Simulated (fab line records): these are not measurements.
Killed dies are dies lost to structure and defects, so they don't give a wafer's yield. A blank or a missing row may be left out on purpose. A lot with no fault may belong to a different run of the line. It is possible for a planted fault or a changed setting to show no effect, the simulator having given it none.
Chamber matching -- flow nand-harc -- NHARC_P_M1_CMP_23 on cmp-01 has 4 sister chambers
The step polishes, t overpolish 20 s, target thk 157.82 nm. 8 wafers are shown with their chamber, then 12 later ones without.

== WAFERS PAIRED WITH THEIR CHAMBERS ==
wafer,chamber,motor-current-A (A),time-to-endpoint-s (s)
L083.6,2,13.1,30.4
L086.1,2,13.0,29.0
L086.4,3,12.7,28.2
L089.1,3,13.3,26.6
L089.3,0,13.4,27.7
L090.2,1,12.3,29.9
L090.5,0,12.9,29.2
L090.6,1,11.4,31.7

== WAFERS WITHOUT THEIR CHAMBER ==
wafer,motor-current-A (A),time-to-endpoint-s (s)
L092.2,12.9,27.5
L092.3,12.3,29.0
L092.5,13.5,26.0
L094.2,13.9,24.7
L094.3,13.1,30.6
L094.5,12.7,30.2
L095.3,12.1,26.3
L095.4,13.1,28.1
L095.6,12.0,31.6
L097.1,12.9,26.7
L097.4,12.5,30.7
L097.5,12.0,31.3

== WHICH CHAMBER EACH ONE RAN IN ==
wafer,from the rows above,in truth
L092.2,can't be placed: 3 or 0 or 2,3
L092.3,can't be placed: 2 or 1 or 0 or 3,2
L092.5,can't be placed: 3 or 0 or 2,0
L094.2,can't be placed: 3 or 0 or 2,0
L094.3,can't be placed: 2 or 0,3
L094.5,can't be placed: 2 or 0 or 1 or 3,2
L095.3,can't be placed: 3 or 0 or 2 or 1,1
L095.4,can't be placed: 0 or 3 or 2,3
L095.6,1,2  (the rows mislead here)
L097.1,can't be placed: 3 or 0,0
L097.4,can't be placed: 1 or 2 or 0 or 3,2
L097.5,1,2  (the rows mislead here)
0 of 12 placed correctly. Not placeable from these rows: 10 (in 9, the candidates include the true chamber). Number placed wrongly: 2.
How it was worked out, from the rows above alone: a wafer's distance from a chamber is the root of the sum, over the readings, of the square of ((its reading less the chamber's mean) divided by the reading's scatter). The wafer belongs to the nearest chamber; if the next one is less than 2 further off, it can't be placed. For every chamber, the mean is computed from those of its wafers that are shown. The scatter: the root of (the sum of the squares of (reading less its chamber's mean) over the shown wafers, divided by (wafers less chambers)).
